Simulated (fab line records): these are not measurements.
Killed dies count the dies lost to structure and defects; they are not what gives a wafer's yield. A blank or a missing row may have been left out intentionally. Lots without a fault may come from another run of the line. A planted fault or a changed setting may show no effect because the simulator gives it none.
Chamber matching    flow n5_finfet    N5_ILD0_CMP_12 on cmp-03: 4 sister chambers
The step polishes SiNx, stops on poly-Si, t overpolish 6 s, target thk 17.67 nm. 18 wafers are shown with their chamber, then 9 later ones without.

WAFERS, EACH WITH ITS CHAMBER
wafer   chamber  time_to_endpoint_s (s)  motor_current_A (A)  overpolish_run_s (s)
L076.3  1        30                      8.3                  5.985
L076.5  2        31                      10.0                 5.999
L076.6  3        22                      9.7                  6.007
L081.3  2        35                      9.8                  6.006
L081.4  0        39                      11.3                 5.997
L081.6  0        43                      11.4                 6.028
L083.2  3        24                      10.6                 6.001
L083.5  1        30                      8.6                  5.991
L083.6  0        37                      11.2                 5.997
L084.2  1        26                      8.7                  5.993
L084.3  0        35                      11.3                 6.009
L084.4  3        23                      10.1                 6.013
L085.1  3        22                      10.2                 5.992
L085.4  2        32                      9.1                  6.012
L085.5  3        24                      10.0                 6.004
L088.2  0        37                      10.6                 6.011
L088.5  2        33                      10.4                 5.999
L088.6  1        28                      8.7                  5.997

SIGNATURES (means of the wafers above)
reading             chamber 0  chamber 1  chamber 2  chamber 3  scatter within a chamber
time_to_endpoint_s  38.20      28.50      32.75      23.00      2.08
motor_current_A     11.160     8.575      9.825      10.120     0.362
overpolish_run_s    6.00840    5.99150    6.00400    6.00340    0.00881
Rule: a wafer's distance from a chamber is the root of the sum, over the readings, of the square of ((its reading less the chamber's mean) divided by the reading's scatter). The wafer belongs to the nearest chamber; if the next one is less than 2 further off, it can't be placed. The scatter is the square root of a quotient: the sum, over the shown wafers, of each reading's squared deviation from its chamber's mean, divided by wafers minus chambers.

WAFERS WITH NO CHAMBER GIVEN
wafer   time_to_endpoint_s (s)  motor_current_A (A)  overpolish_run_s (s)
L089.1  26                      10.6                 5.996
L089.4  31                      9.1                  5.987
L089.6  38                      11.0                 6.004
L093.2  25                      8.7                  5.997
L093.3  31                      10.0                 5.994
L093.5  31                      10.1                 6.019
L094.1  30                      9.8                  5.989
L094.5  22                      9.8                  6.007
L094.6  33                      9.6                  6.012

EACH ONE'S CHAMBER
wafer   from the rows above           in truth
L089.1  can't be placed: 3 or 2       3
L089.4  can't be placed: 1 or 2       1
L089.6  0                             0
L093.2  1                             1
L093.3  2                             2
L093.5  2                             2
L094.1  can't be placed: 2 or 1 or 3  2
L094.5  3                             3
L094.6  2                             2
Correctly placed: 6 of 9. Not placeable from these rows: 3 (in 3, the candidates include the true chamber). Placed wrongly: 0.
